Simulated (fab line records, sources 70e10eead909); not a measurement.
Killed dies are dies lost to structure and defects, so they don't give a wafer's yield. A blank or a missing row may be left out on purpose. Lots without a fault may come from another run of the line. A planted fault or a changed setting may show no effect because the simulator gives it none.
fab line records | flow nand_harc
record lots=6 wafers=18 last_day=24
route steps=1159 shown A_STAIRCASE@678 END@1159
lots that met no fault: from a run of the same line without faults
start_h: hours from the record's first day to the start of the lot's first wafer shown | wait_h: hours since the lot's step before | " the same as in the row above | L1.1+2: a row that stands for several wafers | - no value, or no start given | * or withheld: withheld | < > ~ a bound
route shown NAME@n: a module of which the file shows steps, and the number in the route of the first | usual: mean/standard deviation of fault-free wafers | same: alike in all rows | chamber/n: place in a boat | sites: the reading at each site | _std_site: their standard deviation | _edge_site: outer sites' mean less inner sites' | radius_mm: how far each site lies from the wafer's centre | mask NAME#n: copy n | behind: the tool/chamber that last shaped the wafer | hold: why the lot was held/for how many hours/how that ended | device: the transistor (n, p or np) that didn't switch | end of line: the same wafers' tests at the end of the route | a step without rows: its recipe alone | killed: dies lost to structure and defects at the first sort, not the wafer's yield | map: a wafer's dies, x killed, . not, _ none there
set.NAME: the setting as run; set.NAME@STEP: as run at that earlier step | model.NAME: the simulator's own value behind a step, which no gauge read
lots at some steps of the route; a table a step, a row a wafer
services: from which hour (start_h, from the record's first day; less than 0 if before it) a tool's chamber was out of use, for how many hours, and why
## steps
# step NHARC_A_STAIRCASE_HMDS_303
# recipe time_s=30
# step NHARC_A_STAIRCASE_COAT_304
# recipe spin_rpm=1200
# step NHARC_A_STAIRCASE_SOFTBAKE_305
# recipe temp_c=135 time_s=170
# step NHARC_A_STAIRCASE_EBR_306
# step NHARC_A_STAIRCASE_EXPOSE_307
# recipe na=0.5 dose_mj=45.72 mask_id=CHOP_50
# step NHARC_A_STAIRCASE_PEB_308
# recipe peb_temp_c=115 peb_time_s=130
# step NHARC_A_STAIRCASE_DEVELOP_309
# recipe time_s=140
# step NHARC_A_STAIRCASE_HARDBAKE_311
# recipe temp_c=120 time_s=140
# step NHARC_A_STAIRCASE_DESCUM_312
# recipe time_s=3 o2_flow_sccm=200 ar_flow_sccm=0 bias_power_w=0 chemistry=O2
# usual drypump_motor_current_A=5.9/0.37 oes_product_au=1.000/0.0096 rf_vpp_V=57.9/0.9 showerhead_plenum_p_Torr=1.94/0.097 throttle_valve_pct=11.313/0.0096
# columns lot.wafer tool chamber start_h wait_h drypump_motor_current_A oes_product_au rf_hours_counter_h rf_vpp_V showerhead_plenum_p_Torr throttle_valve_pct
L932.3 rie_diel-10 2 257.97 - 6.4 1.000 24 57.8 1.98 11.320
L932.1 " 3 " " 6.0 0.992 26 57.5 1.77 11.320
L932.2 " 0 " " 6.2 0.994 19 58.3 2.02 11.312
L939.3 rie_diel-10 2 288.11 - 6.4 1.006 31 58.0 1.98 11.326
L939.6 " 0 " " 6.2 1.008 - 58.0 2.02 11.323
L939.5 " 1 " " 5.7 0.998 - 58.7 2.06 11.316
L940.2 rie_diel-10 0 314.45 - 6.2 1.002 39 57.1 2.02 11.296
L940.1 " 1 " " 5.7 1.008 49 59.5 2.06 11.324
L940.3 " 2 " " 6.4 0.997 39 57.8 1.97 11.292
L948.3 rie_diel-02 3 341.56 - 6.3 1.008 1 60.2 1.92 11.306
L948.2 " 0 " " 6.1 0.996 1 59.1 1.82 11.298
L948.6 " 2 " " 5.2 0.996 - 58.6 1.88 11.313
L950.3 rie_diel-10 1 364.31 - 5.7 1.003 0 59.3 2.05 11.306
L950.4 " 2 " " 6.4 0.981 0 58.2 1.97 11.293
L950.6 " 1 " " 5.7 1.013 - 57.9 2.05 11.300
L954.4 rie_diel-10 1 382.42 - 5.6 1.016 6 58.8 2.05 11.301
L954.3 " 3 " " 5.9 0.993 1 59.3 2.08 11.302
L954.5 " 2 " " 6.4 0.995 - 59.8 1.96 11.312
# step NHARC_A_STAIRCASE_ETCH_313
# recipe cf4_flow_sccm=100 chf3_flow_sccm=30 ar_flow_sccm=0 rf_w=500 bias_w=200 chemistry=CF4/CHF3
# step NHARC_A_STAIRCASE_HM_OPEN_463
# recipe o2_flow_sccm=400 cos_flow_sccm=20 ar_flow_sccm=0 rf_w=500 bias_w=300 chemistry=O2/COS
# step NHARC_A_STAIRCASE_STRIP_464
# recipe o2_flow_sccm=400 cos_flow_sccm=20 ar_flow_sccm=0 bias_w=0 chemistry=O2/COS
# columns lot.wafer tool chamber start_h wait_h
L932.3+1+2 rie_diel-10 1,3,0 258.60 -
L939.3+5+6 rie_diel-10 2,2,3 289.38 -
L940.1+2+3 rie_diel-10 0,1,2 314.97 -
L948.3+2+6 rie_diel-02 2,3,1 342.55 -
L950.3+4+6 rie_diel-10 0,2,0 364.78 -
L954.3+4+5 rie_diel-10 1,2,3 382.91 -
# step NHARC_A_STAIRCASE_ETCH_453
# recipe target_depth_a=300 overetch_a=30 time_s=16.5 ion_energy_ev=100 cf4_flow_sccm=80 o2_flow_sccm=20 ar_flow_sccm=0 rf_w=300 bias_w=100 chemistry=CF4/O2
# step NHARC_A_STAIRCASE_ETCH_315
# recipe target_depth_a=25000 time_s=607.1 ion_energy_ev=800 c4f8_flow_sccm=80 o2_flow_sccm=60 ar_flow_sccm=withheld rf_w=600 bias_w=3000 chemistry=C4F8/O2/Ar
# usual oes_product_au=0.932/0.0099 rf_vpp_V=1830/13
# columns lot.wafer tool chamber start_h wait_h oes_product_au rf_hours_counter_h rf_vpp_V
L932.3 rie_diel-10 1 - - 0.926 29 1845
L932.1 " 3 " " 0.921 26 1808
L932.2 " 0 " " 0.931 20 1840
L939.3 rie_diel-10 2 - - 0.920 32 1834
L939.5 " 1 " " 0.927 - 1845
L939.6 " 2 " " 0.920 - 1835
L940.2 rie_diel-10 3 - - 0.935 47 1807
L940.3 " 0 " " 0.927 39 1840
L940.1 " 1 " " 0.934 49 1844
L948.2 rie_diel-02 2 - - 0.935 1 1822
L948.3 " 1 " " 0.933 1 1819
L948.6 " 2 " " 0.935 - 1822
L950.3 rie_diel-10 0 - - 0.937 1 1839
L950.4 " 3 " " 0.947 1 1846
L950.6 " 0 " " 0.941 - 1839
L954.4 rie_diel-10 0 - - 0.934 7 1839
L954.3 " 2 " " 0.934 6 1833
L954.5 " 0 " " 0.931 - 1841
# step NHARC_A_STAIRCASE_STRIP_316
# recipe o2_flow_sccm=500 ar_flow_sccm=0 bias_w=0 chemistry=O2
# step NHARC_A_STAIRCASE_STRIP_317
# recipe time_s=900 temp_c=130 chemistry=SPM
# step NHARC_A_STAIRCASE_PRECLEAN_318
# recipe time_s=* temp_c=50 bath_age_min=0 chemistry=SC1
# step NHARC_A_STAIRCASE_SRD_329
# step NHARC_A_STAIRCASE_ALD_415
# recipe target_thk_a=300 pulse_time_s=6 ald_cycles=300 temp_c=300 material=SiO2
# step NHARC_A_STAIRCASE_ETCHBACK_416
# recipe target_depth_a=360 time_s=7.2 c4f8_flow_sccm=withheld o2_flow_sccm=8 ar_flow_sccm=withheld rf_w=600 bias_w=800 chemistry=C4F8/O2/Ar
# step NHARC_A_STAIRCASE_STRIP_476
# recipe time_s=20 o2_flow_sccm=500 ar_flow_sccm=0 bias_w=0 chemistry=O2
# usual drypump_motor_current_A=5.9/0.4 oes_product_au=1.000/0.011 rf_vpp_V=57.9/0.94 showerhead_plenum_p_Torr=3.55/0.14 throttle_valve_pct=17.036/0.0086
# columns lot.wafer tool chamber start_h wait_h drypump_motor_current_A oes_product_au rf_hours_counter_h rf_vpp_V showerhead_plenum_p_Torr throttle_valve_pct
L932.3 rie_diel-02 0 262.97 0.1 6.1 0.985 43 56.2 3.38 17.036
L932.1 " 1 " " 5.4 0.990 41 56.7 3.43 17.026
L932.2 " 2 " " 5.3 1.002 40 59.5 3.48 17.054
L939.3 rie_diel-02 0 293.02 0.1 6.0 0.995 54 58.3 3.38 17.041
L939.5 " 2 " " 5.2 0.998 - 58.3 3.48 17.019
L939.6 " 3 " " 6.3 1.004 - 57.5 3.56 17.026
L940.3 rie_diel-02 3 319.32 0.2 6.4 1.001 62 57.5 3.55 17.033
L940.2 " 0 " " 6.1 1.001 62 58.4 3.37 17.046
L940.1 " 2 " " 5.2 1.002 57 56.5 3.47 17.031
L948.3 rie_diel-06 2 346.20 0.1 5.5 1.006 33 58.5 3.58 17.034
L948.2 " 1 " " 6.1 1.003 37 58.7 3.79 17.031
L948.6 " 3 " " 6.0 1.019 - 59.1 3.67 17.033
L950.4 rie_diel-02 1 368.32 0.1 5.4 0.998 12 57.7 3.41 17.041
L950.3 " 2 " " 5.2 0.997 11 59.4 3.46 17.024
L950.6 " 1 " " 5.4 0.992 - 57.9 3.41 17.024
L954.3 rie_diel-06 2 386.46 0.1 5.5 1.019 47 55.9 3.57 17.041
L954.4 " 0 " " 6.5 0.994 50 57.1 3.46 17.027
L954.5 " 2 " " 5.5 1.022 - 56.7 3.57 17.033
# step NHARC_A_STAIRCASE_DEP_417
# recipe target_thk_a=600 step_coverage_pct=20 temp_c=400 target_thk_nm=60 flow_sccm=200 rf_w=450 material=Si3N4
# step NHARC_A_STAIRCASE_WET_418
# recipe temp_c=160 target_depth_a=200 chemistry=H3PO4
# step NHARC_A_STAIRCASE_PRECLEAN_419
# recipe time_s=* temp_c=50 bath_age_min=0 chemistry=SC1
# step NHARC_A_STAIRCASE_SRD_421
# step NHARC_A_STAIRCASE_ALD_420
# recipe target_thk_a=200 pulse_time_s=6 ald_cycles=200 temp_c=300 material=SiO2
# step NHARC_A_STAIRCASE_CVD_552
# recipe target_thk_a=400 temp_c=700 pressure_mtorr=300 material=SiNx
# step NHARC_A_STAIRCASE_DEP_151
# recipe target_thk_a=38000 temp_c=400 target_thk_nm=3800 teos_flow_sccm=200 rf_w=500 material=SiO2
# step NHARC_A_STAIRCASE_ANNEAL_320
# recipe temp_c=750 time_s=1800
# step NHARC_A_STAIRCASE_DEP_322
# recipe target_thk_a=38000 temp_c=400 target_thk_nm=3800 teos_flow_sccm=200 rf_w=500 material=SiO2
# usual heater_power_w=640/73
# columns lot.wafer tool chamber start_h wait_h heater_power_w
L932.3 pecvd-01 1 282.46 0.1 612
L932.2 " 2 " " 718
L932.1 " 0 " " 557
L939.3 pecvd-03 0 310.22 0.4 690
L939.5 " 2 " " 645
L939.6 " 0 " " 583
L940.1 pecvd-04 1 339.56 0.1 789
L940.3 " 2 " " 709
L940.2 " 0 " " 807
L948.2 pecvd-03 1 365.40 0.1 669
L948.3 " 0 " " 697
L948.6 " 1 " " 561
L950.3 pecvd-03 0 389.93 0.1 687
L950.6 " 0 " " 589
L950.4 " 2 " " 681
L954.3 pecvd-04 2 406.13 0.1 673
L954.5 " 0 " " 691
L954.4 " 1 " " 637
# step NHARC_A_STAIRCASE_ANNEAL_323
# recipe temp_c=750 time_s=1800
# step NHARC_A_STAIRCASE_DEP_325
# recipe target_thk_a=38000 temp_c=400 target_thk_nm=3800 teos_flow_sccm=200 rf_w=500 material=SiO2
# usual heater_power_w=646/80
# columns lot.wafer tool chamber start_h wait_h heater_power_w
L932.2 pecvd-04 2 289.52 0.1 576
L932.1 " 0 " " 754
L932.3 " 1 " " 757
L939.3 pecvd-03 0 317.40 0.4 717
L939.5 " 1 " " 566
L939.6 " 0 " " 575
L940.1 pecvd-04 2 348.47 0.1 709
L940.2 " 0 " " 732
L940.3 " 1 " " 728
L948.3 pecvd-04 2 373.27 0.1 573
L948.2 " 1 " " 822
L948.6 " 0 " " 647
L950.3 pecvd-04 1 399.73 0.1 725
L950.4 " 2 " " 547
L950.6 " 0 " " 698
L954.3 pecvd-03 1 418.74 0.3 708
L954.4 " 0 " " 571
L954.5 " 1 " " 573
# step NHARC_A_STAIRCASE_ANNEAL_326
# recipe temp_c=750 time_s=1800
# step NHARC_A_STAIRCASE_DEHYDRATE_433
# recipe temp_c=150 time_s=120
# step NHARC_A_STAIRCASE_HMDS_434
# recipe time_s=30
# step NHARC_A_STAIRCASE_COAT_435
# recipe spin_rpm=1200
# step NHARC_A_STAIRCASE_SOFTBAKE_436
# recipe temp_c=135 time_s=170
# step NHARC_END_SORT_01
# recipe temp_c=25
# usual killed_at_array=28/10 killed_at_other=0.5/0.82 killed_at_periphery=3.4/2.2 killed_dies=31/10 killed_open=3.4/1.9 killed_short=1.9/1.3
# same gross_dies=677
# columns lot.wafer tool chamber start_h wait_h killed_at_array killed_at_other killed_at_periphery killed_dies killed_open killed_short
L932.1 prober-01 0 457.15 2.5 25 1 4 30 3 1
L932.2 prober-01 0 457.95 2.8 13 0 2 15 3 0
L932.3 prober-01 0 458.75 3.1 17 0 3 20 5 1
L939.3 prober-02 0 488.28 3.1 64 0 1 65 5 3
L939.5 prober-02 0 489.90 3.7 57 3 5 65 5 1
L939.6 prober-02 0 490.71 4.1 72 2 6 80 5 1
L940.1 prober-01 0 499.44 2.5 94 1 1 96 0 3
L940.2 prober-01 0 500.23 2.8 98 0 1 99 1 2
L940.3 prober-01 0 501.03 3.1 63 0 3 66 2 1
L948.2 prober-02 0 540.39 2.8 28 0 1 29 4 1
L948.3 prober-02 0 541.20 3.1 27 2 1 30 0 1
L948.6 prober-02 0 543.63 4.0 26 2 2 30 0 2
# killed by level:class
L932.1 A_SLIT:chamber_film_flake=14 P_BONDPAD:chamber_film_flake=3 A_CHANNEL_HOLE_D1:chamber_film_flake=3 A_CONTACT:chamber_film_flake=3 A_ONON_D1:geometric_particle:open=1 A_WL_FILL:geometric_particle:short=1 A_CONTACT:geometric_particle:open=1 A_M0:geometric_particle:open=1
L932.2 A_SLIT:chamber_film_flake=6 A_SOURCE_PLATE:geometric_particle:open=2 P_BONDPAD:chamber_film_flake=2 A_CHANNEL_HOLE_D1:chamber_film_flake=2 A_STAIRCASE:chamber_film_flake=2 A_CONTACT:geometric_particle:open=1
L932.3 A_CHANNEL_HOLE_D1:chamber_film_flake=5 A_SLIT:chamber_film_flake=3 A_STAIRCASE:chamber_film_flake=2 P_CONTACT:geometric_particle:open=1 A_WL_FILL:geometric_particle:short=1 A_WL_FILL:geometric_particle:open=1 A_CONTACT:geometric_particle:open=1 A_BLC:geometric_particle:open=1
L939.3 A_STAIRCASE:unspecified=39 A_CHANNEL_HOLE_D1:chamber_film_flake=15 A_CHANNEL_FILL_D1:chamber_film_flake=3 A_CHANNEL_FILL_D1:geometric_particle:short=2 A_SGD_CUT:geometric_particle:open=2 P_CONTACT:geometric_particle:open=1 A_ONON_D1:geometric_particle:open=1 A_M0:geometric_particle:open=1
L939.5 A_STAIRCASE:unspecified=38 A_CHANNEL_HOLE_D1:chamber_film_flake=10 A_CONTACT:chamber_film_flake=3 THIN_TSV:chamber_film_flake=3 P_CONTACT:geometric_particle:open=2 P_ZERO_WELL:chamber_film_flake=2 A_CHANNEL_FILL_D1:geometric_particle:short=1 A_WL_FILL:geometric_particle:open=1
L939.6 A_STAIRCASE:unspecified=46 A_CHANNEL_HOLE_D1:chamber_film_flake=16 A_CONTACT:chamber_film_flake=3 P_CONTACT:chamber_film_flake=2 A_CHANNEL_FILL_D1:chamber_film_flake=2 A_STAIRCASE:chamber_film_flake=2 THIN_TSV:chamber_film_flake=2 P_M0:geometric_particle:short=1
L940.1 A_STAIRCASE:unspecified=80 A_WL_FILL:chamber_film_flake=6 A_STAIRCASE:chamber_film_flake=3 A_M1:chamber_film_flake=2 A_SOURCE_PLATE:geometric_particle:short=1 A_M0:geometric_particle:short=1 P_ZERO_WELL:chamber_film_flake=1 STARTING-WAFER:geometric_particle:short=1
L940.2 A_STAIRCASE:unspecified=75 A_SLIT:chamber_film_flake=11 A_STAIRCASE:chamber_film_flake=4 A_CONTACT:chamber_film_flake=3 A_WL_FILL:chamber_film_flake=2 P_M0:geometric_particle:open=1 A_CHANNEL_FILL_D1:geometric_particle:short=1 A_M0:geometric_particle:short=1
L940.3 A_STAIRCASE:unspecified=42 A_SLIT:chamber_film_flake=9 A_CONTACT:chamber_film_flake=3 A_ONON_D1:geometric_particle:open=2 P_GATE:chamber_film_flake=2 A_CHANNEL_HOLE_D1:chamber_film_flake=2 A_WL_FILL:chamber_film_flake=2 A_M1:chamber_film_flake=2
L948.2 A_CHANNEL_HOLE_D1:chamber_film_flake=16 A_CHANNEL_FILL_D1:geometric_particle:open=2 A_STAIRCASE:chamber_film_flake=2 A_BLC:chamber_film_flake=2 A_SOURCE_PLATE:geometric_particle:open=1 A_SOURCE_PLATE:geometric_particle:short=1 A_M1:geometric_particle:open=1 P_M0:chamber_film_flake=1
L948.3 A_CHANNEL_HOLE_D1:chamber_film_flake=17 A_BLC:chamber_film_flake=6 A_STAIRCASE:chamber_film_flake=2 THIN_TSV:chamber_film_flake=2 P_CONTACT:geometric_particle:short=1 A_SLIT:chamber_film_flake=1 A_CONTACT:chamber_film_flake=1
L948.6 A_CHANNEL_HOLE_D1:chamber_film_flake=16 A_BLC:chamber_film_flake=4 A_STAIRCASE:chamber_film_flake=3 THIN_TSV:chamber_film_flake=2 P_CONTACT:geometric_particle:short=1 A_WL_FILL:geometric_particle:short=1 P_STI:chamber_film_flake=1 A_ZERO_WELL:chamber_film_flake=1
# map L939.6 (x killed, . not)
____________.____________
_________......._________
_______..........._______
______.............______
_____..............._____
____.................____
____.................____
___...................___
___...................___
__.................x...__
__.x.................xx__
_.xx................x.xx_
_.x.x...............xxxx_
_xxx.xx.............xxxx_
_x.xx.............x.xxxx_
_x.................xxxxx_
..xx.................xxxx
x.xx................xxxxx
......x.............xxxxx
...........x........xxxxx
.x..............x.....xxx
_..................x...x_
_...x......x............_
_......................x_
_......................._
_......................._
__.....................__
__.........x......x....__
___x............x...x.___
___...................___
____.................____
____.......x.........____
_____..............._____
______.............______
_______..........._______
_________......._________
____________.____________
# map L940.2 (x killed, . not)
____________.____________
_________......._________
_______..........._______
______.............______
_____..............._____
____.................____
____................x____
___.................x.___
___...................___
__.....................__
__.....................__
_......................._
_......................._
_....................x.._
_................x..x..._
_...................x..._
.........................
.........................
........x.........x......
................x...x....
..x............x.........
_...............x..xx..._
_..................x...._
_..xx..............x...._
_......................._
_.........x..x..x..x...._
__.........x..x..x.x...__
__.......xxxxx.........__
___......xxxxx....x...___
___.....xxxxxxx.......___
____...xxxxxxxx......____
____...xxxxxxxxx.....____
_____..xxxxxxxxx...._____
______xxxxxxxxxx.x.______
_______.xxxxxxxxx._______
_________xxxxxxx_________
____________x____________
## services
# columns tool chamber start_h hours kind
rie_diel-10 0 234.60 - clean
rie_diel-10 1 234.60 - clean
rie_diel-10 2 234.60 - clean
rie_diel-10 3 234.60 - clean
pecvd-01 - 237.19 13.0 pm
pecvd-04 2 240.71 8.4 repair
rie_diel-06 - 241.43 9.0 pm
rie_diel-10 0 259.12 - clean
pecvd-03 0 264.62 6.3 repair
pecvd-03 - 292.16 13.0 pm
rie_diel-10 - 310.41 0.8 repair
pecvd-04 - 314.10 1.7 repair
pecvd-01 2 314.69 31.1 repair
rie_diel-02 - 329.09 9.0 pm
pecvd-01 - 333.80 6.2 repair
rie_diel-10 - 353.53 9.0 pm
rie_diel-10 3 367.24 13.3 repair
pecvd-04 - 377.58 13.0 pm
rie_diel-10 1 386.81 5.0 repair
rie_diel-06 - 390.24 1.4 repair
pecvd-01 - 395.62 1.7 repair
pecvd-04 - 397.49 0.5 repair
pecvd-01 - 418.19 13.0 pm
rie_diel-06 - 418.43 9.0 pm
## key
first_sign step=NHARC_END_SORT_01 reading=killed_at_array direction=up sigmas=4.6 usual=28 struck=75
effect step=NHARC_END_SORT_01 reading=killed_dies direction=up sigmas=4.6 usual=31 struck=78
more_kills_born_at NHARC_A_STAIRCASE_STRIP_464@rie_diel-10=320
met_at NHARC_A_STAIRCASE_STRIP_464
struck_wafers L939.3,L939.5,L939.6,L940.1,L940.2,L940.3
tester_left_out L939,L940
onset_between 258.60 289.38
fault kind=chamber_particle_source tool=rie_diel-10 chamber=- onset_h=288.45 steps=NHARC_A_STAIRCASE_STRIP_464 rate_per_visit_cm2=1.8721 end_h=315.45
# tester_left_out: of these lots the tester's yield and bins aren't shown, on N5 and GAA mostly nor the transistor test; their killed dies are dies lost to structure and defects alone, not to doping, threshold or leakage, so they don't give the yield
